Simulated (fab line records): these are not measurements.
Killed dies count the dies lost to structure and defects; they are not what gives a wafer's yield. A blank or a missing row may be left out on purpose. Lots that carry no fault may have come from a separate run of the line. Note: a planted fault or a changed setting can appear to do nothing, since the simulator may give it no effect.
What tool caused it? / flow nand-harc / 6 lots, 18 wafers sampled, at 1 step of a route of 1159

WHAT EACH GAUGE READ, for each wafer
NHARC_A_CONTACT_OVL_MEAS_09.
lot=L458; measured=day 17 05:13; on=overlay-02; overlay-x-nm (nm)=-0.9 -0.2 -0.4
lot=L462; measured=day 17 10:26; on=overlay-02; overlay-x-nm (nm)=-1.9 -2.0 -2.0
lot=L464; measured=day 18 08:20; on=overlay-02; overlay-x-nm (nm)=0.7 0.4 0.7
lot=L465; measured=day 19 09:29; on=overlay-01; overlay-x-nm (nm)=0.7 0.8 1.4
lot=L476; measured=day 21 14:53; on=overlay-02; overlay-x-nm (nm)=1.4 1.7 1.5
lot=L480; measured=day 22 22:28; on=overlay-02; overlay-x-nm (nm)=-0.1 -0.4 -0.2

WHICH TOOL RAN EACH LOT (tool, then ch and the chambers of the sampled wafers, then the start)
The record shows no process step preceding these readings.

THE ANSWER, worked out from the rows above alone
Rule: the usual values come from the lots themselves. The widest of any qualifying gaps counts: lots, ordered by their means at a reading, are off when they make up no more than a third of the lots, leave a main group of 4 or more, and stand apart from it by 3 or more times the standard deviation of that group's means. If all means in a main group match to the digits the tables above print for the reading, that group is not used. A lot without any number at a reading at which 4 lots or more have one is off too. Any other lot the step has rows for is counted as sound.
None of the lots is off at any reading shown; this tells nothing.

WHAT HAD BEEN PUT IN BY THE SIMULATOR
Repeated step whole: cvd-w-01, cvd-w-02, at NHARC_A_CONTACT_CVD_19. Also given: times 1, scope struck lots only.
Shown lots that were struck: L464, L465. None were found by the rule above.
